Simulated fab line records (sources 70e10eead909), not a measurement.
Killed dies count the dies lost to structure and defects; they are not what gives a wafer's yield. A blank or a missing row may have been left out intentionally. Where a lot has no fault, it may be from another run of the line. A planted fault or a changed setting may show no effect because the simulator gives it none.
fab line records    flow nand-harc
[record] lots = 12  wafers = 36  last-day = 24
route steps=1159 shown P_GATE@122 END@1159
lots untouched by any fault: they come from a run of this same line in which no faults occurred
start-h: the number of hours between the record's first day and the start of the first shown wafer of the lot    wait-h: time in hours since the lot's previous step    " unchanged from the row above    L1.1+2: one row covering several wafers at once    - no value present, or no start provided    * or withheld: withheld    < > ~ a bound
route shown NAME@n: NAME is a module with steps in the file, n the number in the route of the first one    usual: mean and standard deviation over wafers with no fault    same: alike in all rows    chamber/n: place in a boat    sites: readings site by site    _std_site: how widely they spread, as a standard deviation    _edge_site: outer sites' mean less inner sites'    radius-mm: for every site, how far away it sits from the centre of the wafer    mask NAME#n: copy n    behind: the tool/chamber that last shaped the wafer    hold: why the lot went on hold/how many hours it stayed there/how the hold came to an end    device: the n, p or np transistor that did not switch    end of line: the route-end tests of the same wafers    for a step that has no rows: nothing shown but its recipe    killed: dies lost to structure and defects at the first sort, not the wafer's yield    map: the dies of a wafer, with x for killed, . for not killed, _ for no die there
set.NAME: the setting as run; set.NAME@STEP: as run at that earlier step    model.NAME: the simulator's own value behind a step, which no gauge read
one table for each step of the route and one row for each wafer, over a sample of lots
services: the hour from which a tool's chamber was out of use, counted from the record's first day as start-h (under 0 if before that day), plus the number of hours and why
[[steps]]
[step NHARC_P_GATE_CD_MEAS_11]
[recipe] target-cd-nm = 1640  landing-energy-ev = 500
[usual] cd-nm = 1639.2/2.8
lot.wafer  tool       chamber  start-h  wait-h  cd-nm
L475.2     cd-sem-01  0        68.38    -       1636.7
L475.4     "          0        "        "       1639.9
L475.6     "          0        "        "       1639.6
L476.4     cd-sem-01  0        78.77    -       1637.1
L476.5     "          0        "        "       1637.6
L476.6     "          0        "        "       1638.5
L478.3     cd-sem-01  0        89.27    -       1639.4
L478.5     "          0        "        "       1637.3
L478.6     "          0        "        "       1636.0
L482.1     cd-sem-03  0        120.01   -       1639.9
L482.4     "          0        "        "       1639.8
L482.5     "          0        "        "       1640.6
L488.1     cd-sem-02  0        150.47   -       1645.0
L488.4     "          0        "        "       1638.3
L488.6     "          0        "        "       1642.1
L487.1     cd-sem-01  0        150.63   -       1642.8
L487.2     "          0        "        "       1637.6
L487.6     "          0        "        "       1637.6
L490.1     cd-sem-03  0        165.16   -       1642.0
L490.4     "          0        "        "       1645.0
L490.5     "          0        "        "       1638.4
L493.3     cd-sem-01  0        178.08   -       1640.0
L493.5     "          0        "        "       1639.1
L493.6     "          0        "        "       1639.3
L494.2     cd-sem-03  0        185.97   -       1639.7
L494.4     "          0        "        "       1640.5
L494.5     "          0        "        "       1636.8
L495.2     cd-sem-01  0        193.99   -       1638.5
L495.3     "          0        "        "       1639.8
L495.5     "          0        "        "       1637.8
L496.1     cd-sem-01  0        202.02   -       1639.2
L496.3     "          0        "        "       1638.3
L496.5     "          0        "        "       1639.8
L498.1     cd-sem-01  0        206.95   -       1633.9
L498.5     "          0        "        "       1637.1
L498.6     "          0        "        "       1636.7
[step NHARC_P_GATE_DESCUM_31]
[recipe] time-s = 3  o2-flow-sccm = 200  ar-flow-sccm = 0  bias-power-w = 0  chemistry = O2
[usual] drypump-motor-current-A = 5.8/0.47  oes-product-au = 1.000/0.014  rf-vpp-V = 57.7/0.86  showerhead-plenum-p-Torr = 1.89/0.086  throttle-valve-pct = 11.310/0.0097
lot.wafer  tool         chamber  start-h  wait-h  drypump-motor-current-A  oes-product-au  rf-hours-counter-h  rf-vpp-V  showerhead-plenum-p-Torr  throttle-valve-pct
L475.4     rie-diel-13  3        83.52    0.1     6.1                      0.998           60                  58.0      1.77                      11.319
L475.2     "            0        "        "       6.1                      1.011           57                  55.5      1.83                      11.316
L475.6     "            3        "        "       6.1                      1.006           -                   56.7      1.77                      11.291
L476.4     rie-diel-13  3        93.85    0.1     6.1                      1.003           63                  55.8      1.77                      11.296
L476.5     "            2        "        "       5.0                      0.952           -                   56.0      1.90                      11.289
L476.6     "            3        "        "       6.1                      1.003           -                   58.7      1.77                      11.316
L478.3     rie-diel-03  0        104.89   0.1     5.8                      0.996           11                  57.5      1.87                      11.298
L478.5     "            3        "        "       6.5                      1.004           -                   57.2      1.83                      11.312
L478.6     "            0        "        "       5.8                      0.995           -                   56.6      1.87                      11.312
L482.4     rie-diel-13  3        135.74   0.1     6.2                      0.987           9                   58.7      2.07                      11.312
L482.1     "            1        "        "       6.0                      0.993           10                  57.0      1.88                      11.319
L482.5     "            2        "        "       5.0                      0.997           -                   57.1      1.89                      11.321
L487.1     rie-diel-13  3        164.40   0.1     6.2                      0.977           20                  58.6      2.07                      11.291
L487.2     "            0        "        "       6.2                      1.003           20                  58.1      1.82                      11.316
L487.6     "            2        "        "       5.0                      0.984           -                   57.2      1.89                      11.326
L488.4     rie-diel-13  0        164.44   0.1     6.2                      0.995           20                  57.5      1.82                      11.302
L488.1     "            3        "        "       6.1                      0.978           20                  58.9      2.07                      11.303
L488.6     "            1        "        "       6.0                      0.995           -                   56.7      1.88                      11.312
L490.1     rie-diel-13  1        179.09   0.1     5.9                      0.995           25                  57.5      1.87                      11.316
L490.4     "            2        "        "       5.0                      0.988           24                  58.0      1.89                      11.305
L490.5     "            2        "        "       5.0                      0.988           -                   57.1      1.89                      11.296
L493.3     rie-diel-03  1        192.18   0.1     5.4                      1.003           27                  57.5      2.05                      11.323
L493.5     "            0        "        "       5.9                      0.997           -                   57.4      1.87                      11.293
L493.6     "            1        "        "       5.4                      1.013           -                   57.8      2.05                      11.328
L494.2     rie-diel-03  0        201.58   0.1     5.8                      0.994           26                  57.7      1.87                      11.310
L494.4     "            2        "        "       5.8                      1.011           29                  58.8      1.93                      11.312
L494.5     "            1        "        "       5.4                      1.006           -                   58.4      2.05                      11.321
L495.3     rie-diel-03  3        208.40   0.1     6.5                      1.000           28                  58.3      1.83                      11.319
L495.2     "            0        "        "       5.8                      1.000           28                  57.4      1.87                      11.315
L495.5     "            3        "        "       6.5                      1.005           -                   58.4      1.83                      11.330
L496.1     rie-diel-08  2        216.99   0.1     5.0                      0.974           28                  58.4      1.82                      11.302
L496.3     "            1        "        "       6.0                      1.018           27                  57.1      1.81                      11.319
L496.5     "            2        "        "       5.0                      0.986           -                   58.2      1.82                      11.301
L498.1     rie-diel-08  0        223.51   0.1     5.4                      1.014           32                  57.6      1.83                      11.295
L498.6     "            3        "        "       5.3                      1.014           -                   57.1      1.79                      11.304
L498.5     "            0        "        "       5.4                      1.012           -                   58.0      1.83                      11.310
[step NHARC_P_GATE_HM_OPEN_105]
[recipe] target-depth-a = 3600  o2-flow-sccm = 400  cos-flow-sccm = 20  ar-flow-sccm = 0  rf-w = 500  bias-w = 300  chemistry = O2/COS
[usual] drypump-motor-current-A = 5.8/0.45  oes-product-au = 1.001/0.013  rf-vpp-V = 467/3  showerhead-plenum-p-Torr = 3.09/0.14  throttle-valve-pct = 28.330/0.0087
lot.wafer  tool         chamber  start-h  wait-h  drypump-motor-current-A  oes-product-au  rf-hours-counter-h  rf-vpp-V  showerhead-plenum-p-Torr  throttle-valve-pct
L475.2     rie-diel-13  2        -        -       5.0                      0.955           50                  467       3.10                      28.340
L475.4     "            3        "        "       6.1                      0.998           60                  462       2.90                      28.344
L475.6     "            1        "        "       6.0                      0.985           -                   467       3.08                      28.331
L476.4     rie-diel-13  0        -        -       6.2                      1.005           61                  464       2.99                      28.341
L476.5     "            0        "        "       6.2                      0.998           -                   465       2.99                      28.311
L476.6     "            1        "        "       6.1                      0.976           -                   468       3.08                      28.325
L478.3     rie-diel-03  2        -        -       5.8                      1.023           11                  469       3.16                      28.330
L478.6     "            3        "        "       6.5                      0.998           -                   464       3.00                      28.330
L478.5     "            0        "        "       5.9                      0.997           -                   465       3.06                      28.342
L482.1     rie-diel-13  0        -        -       6.2                      1.009           9                   465       2.99                      28.327
L482.4     "            2        "        "       5.0                      1.003           10                  468       3.09                      28.326
L482.5     "            3        "        "       6.2                      0.991           -                   474       3.37                      28.326
L487.2     rie-diel-13  1        -        -       6.0                      0.991           20                  467       3.07                      28.330
L487.1     "            3        "        "       6.2                      0.981           21                  470       3.36                      28.333
L487.6     "            0        "        "       6.2                      1.008           -                   464       2.98                      28.332
L488.1     rie-diel-13  0        -        -       6.2                      1.000           21                  462       2.98                      28.345
L488.4     "            1        "        "       6.0                      1.003           21                  466       3.07                      28.328
L488.6     "            0        "        "       6.2                      1.001           -                   465       2.98                      28.334
L490.4     rie-diel-13  2        -        -       5.0                      0.992           24                  465       3.08                      28.322
L490.1     "            3        "        "       6.2                      0.985           25                  473       3.36                      28.340
L490.5     "            1        "        "       6.0                      0.993           -                   466       3.06                      28.323
L493.3     rie-diel-03  3        -        -       6.5                      1.003           26                  464       2.99                      28.330
L493.5     "            0        "        "       5.9                      0.989           -                   466       3.05                      28.344
L493.6     "            1        "        "       5.4                      1.007           -                   473       3.34                      28.336
L494.2     rie-diel-03  3        -        -       6.5                      1.005           27                  465       2.99                      28.332
L494.4     "            0        "        "       5.9                      1.006           26                  465       3.05                      28.344
L494.5     "            1        "        "       5.4                      1.004           -                   471       3.34                      28.320
L495.3     rie-diel-03  3        -        -       6.5                      1.001           28                  464       2.99                      28.335
L495.2     "            0        "        "       5.8                      1.005           28                  467       3.05                      28.325
L495.5     "            3        "        "       6.5                      1.007           -                   465       2.99                      28.343
L496.1     rie-diel-08  2        -        -       5.0                      0.989           29                  466       2.99                      28.323
L496.3     "            3        "        "       5.3                      1.012           30                  464       2.93                      28.320
L496.5     "            3        "        "       5.3                      1.019           -                   464       2.93                      28.341
L498.1     rie-diel-08  3        -        -       5.3                      1.021           33                  461       2.93                      28.325
L498.6     "            3        "        "       5.3                      1.013           -                   464       2.93                      28.320
L498.5     "            0        "        "       5.4                      1.009           -                   466       3.00                      28.311
[step NHARC_P_GATE_EXPOSE_43]
[recipe] na = 0.6  target-cd-nm = 720  dose-mj = 14.81  mask-id = P_NSD
[same] na = 0.6
lot.wafer   tool            chamber  start-h  wait-h  mask
L475.2+4+6  krf-scanner-04  0        97.26    -       P_NSD#0
L476.4+5+6  krf-scanner-04  0        105.36   -       P_NSD#0
L478.3+5+6  krf-scanner-03  0        116.49   -       P_HVPW#0
L482.1+4+5  krf-scanner-03  0        147.32   -       P_NSD#0
L488.1+4+6  krf-scanner-04  0        177.01   -       P_NSD#0
L487.1+2+6  krf-scanner-03  0        177.17   -       P_NSD#0
L490.1+4+5  krf-scanner-04  0        192.95   -       P_NSD#0
L493.3+5+6  krf-scanner-03  0        203.82   -       P_NSD#0
L494.2+4+5  krf-scanner-03  0        213.16   -       P_NSD#0
L495.2+3+5  krf-scanner-02  0        220.16   -       P_NSD#0
L496.1+3+5  krf-scanner-03  0        229.76   -       P_NSD#0
L498.1+5+6  krf-scanner-02  0        235.44   -       P_NSD#0
[step NHARC_P_GATE_CD_MEAS_46]
[recipe] target-cd-nm = 720  landing-energy-ev = 500
[usual] cd-nm = 720.7/2.2
lot.wafer  tool       chamber  start-h  wait-h  cd-nm
L475.2     cd-sem-01  0        97.41    -       721.8
L475.4     "          0        "        "       720.5
L475.6     "          0        "        "       720.5
L476.4     cd-sem-03  0        105.51   -       717.9
L476.5     "          0        "        "       720.3
L476.6     "          0        "        "       721.0
L478.3     cd-sem-01  0        116.64   -       -
L478.5     "          0        "        "       -
L478.6     "          0        "        "       -
L482.1     cd-sem-03  0        147.48   -       719.3
L482.4     "          0        "        "       717.7
L482.5     "          0        "        "       723.6
L488.1     cd-sem-02  0        177.16   -       719.8
L488.4     "          0        "        "       720.0
L488.6     "          0        "        "       720.0
L487.1     cd-sem-01  0        177.32   -       722.4
L487.2     "          0        "        "       722.0
L487.6     "          0        "        "       725.1
L490.1     cd-sem-01  0        193.11   -       720.8
L490.4     "          0        "        "       718.3
L490.5     "          0        "        "       718.9
L493.3     cd-sem-01  0        203.98   -       724.5
L493.5     "          0        "        "       722.9
L493.6     "          0        "        "       722.6
L494.2     cd-sem-01  0        213.32   -       718.5
L494.4     "          0        "        "       722.0
L494.5     "          0        "        "       721.9
L495.2     cd-sem-03  0        220.32   -       721.1
L495.3     "          0        "        "       721.3
L495.5     "          0        "        "       720.6
L496.1     cd-sem-02  0        229.91   -       725.0
L496.3     "          0        "        "       722.1
L496.5     "          0        "        "       717.0
L498.1     cd-sem-02  0        235.60   -       720.6
L498.5     "          0        "        "       720.3
L498.6     "          0        "        "       718.5
[step NHARC_END_SORT_01]
[recipe] temp-c = 25
[usual] killed-at-array = 27/11  killed-at-other = 0.7/1.1  killed-at-periphery = 3.6/2.4  killed-dies = 32/11  killed-open = 3.3/1.8  killed-short = 2.1/1.5
[same] gross-dies = 677
lot.wafer  tool       chamber  start-h  wait-h  killed-at-array  killed-at-other  killed-at-periphery  killed-dies  killed-open  killed-short
L478.3     prober-02  0        470.00   3.1     32               0                645                  677          3            3
L478.5     prober-02  0        471.57   3.6     18               0                659                  677          1            0
L478.6     prober-02  0        472.36   3.9     32               0                645                  677          4            2
L487.1     prober-01  0        509.93   2.5     40               0                1                    41           7            3
// killed by level:class
L478.3 P_GATE:area-expose=641 A_CHANNEL_HOLE_D1:chamber-film-flake=13 A_SLIT:chamber-film-flake=7 A_WL_FILL:geometric-particle:short=3 A_STAIRCASE:chamber-film-flake=3 A_CONTACT:chamber-film-flake=3 P_STI:geometric-particle:open=1 P_CONTACT:geometric-particle:open=1
L478.5 P_GATE:area-expose=658 A_CHANNEL_HOLE_D1:chamber-film-flake=7 A_STAIRCASE:chamber-film-flake=5 A_SLIT:chamber-film-flake=4 P_GATE:geometric-particle:open=1 A_ZERO_WELL:chamber-film-flake=1 A_CONTACT:chamber-film-flake=1
L478.6 P_GATE:area-expose=642 A_CHANNEL_HOLE_D1:chamber-film-flake=11 A_SLIT:chamber-film-flake=8 A_STAIRCASE:chamber-film-flake=3 A_CONTACT:chamber-film-flake=3 A_CONTACT:geometric-particle:open=2 A_ZERO_WELL:chamber-film-flake=2 P_CONTACT:geometric-particle:open=1
L487.1 A_SLIT:chamber-film-flake=14 A_CONTACT:chamber-film-flake=8 A_CHANNEL_HOLE_D1:chamber-film-flake=6 A_SOURCE_PLATE:geometric-particle:open=3 A_STAIRCASE:chamber-film-flake=2 A_CHANNEL_FILL_D1:geometric-particle:open=1 A_SGD_CUT:geometric-particle:short=1 A_SGD_CUT:geometric-particle:open=1
[[services]]
tool            chamber  start-h  hours  kind
rie-diel-13     -        63.77    2.0    repair
rie-diel-13     0        78.15    -      clean
rie-diel-13     1        78.15    -      clean
rie-diel-13     2        78.15    -      clean
rie-diel-13     3        78.15    -      clean
rie-diel-08     2        82.05    8.5    repair
krf-scanner-03  -        90.23    0.5    repair
rie-diel-13     -        99.04    9.0    pm
rie-diel-13     0        99.04    10.1   vent-cycle
rie-diel-13     1        99.04    10.1   vent-cycle
rie-diel-13     2        99.04    10.1   vent-cycle
rie-diel-13     3        99.04    10.1   vent-cycle
rie-diel-08     0        107.52   1.8    repair
rie-diel-13     0        132.62   -      clean
rie-diel-13     1        132.62   -      clean
krf-scanner-04  -        146.27   4.0    pm
rie-diel-03     0        146.55   8.5    repair
krf-scanner-02  -        146.58   2.1    repair
rie-diel-03     3        147.82   10.4   repair
krf-scanner-03  -        168.00   4.0    pm
krf-scanner-03  -        188.82   7.6    repair
krf-scanner-02  -        210.00   4.0    pm
rie-diel-03     -        215.31   9.0    pm
rie-diel-08     0        230.90   4.1    repair
[[key]]
[first-sign] step = NHARC_P_GATE_EXPOSE_43  reading = mask  direction = changed
[effect] step = NHARC_P_GATE_CD_MEAS_46  reading = cd-nm  direction = missing
[effect] step = NHARC_END_SORT_01  reading = killed-at-periphery  direction = up  sigmas = 99+  usual = 3.6  struck = 649.7
[more-kills-born-at] NHARC_P_GATE_EXPOSE_43@krf-scanner-03 = 1941
met-at NHARC_P_GATE_EXPOSE_43
struck-lots L478
later-rows-left-out L478.3,L478.5,L478.6
tester-left-out L478
not-acting-at NHARC_P_GATE_CD_MEAS_11,NHARC_P_GATE_DESCUM_31,NHARC_P_GATE_HM_OPEN_105
[fault] kind = wrong-mask  tool = any  chamber = -  onset-h = 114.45  steps = NHARC_P_GATE_EXPOSE_43  aux-copy = P_HVPW#0  scope = struck-lots-only
// tester-left-out: of these lots the tester's yield and bins aren't shown, on N5 and GAA mostly nor the transistor test; their killed dies are dies lost to structure and defects alone, not to doping, threshold or leakage, so they don't give the yield
// later-rows-left-out: the simulator's readings of these wafers behind a module that went badly wrong aren't trusted and aren't shown, but for the sort
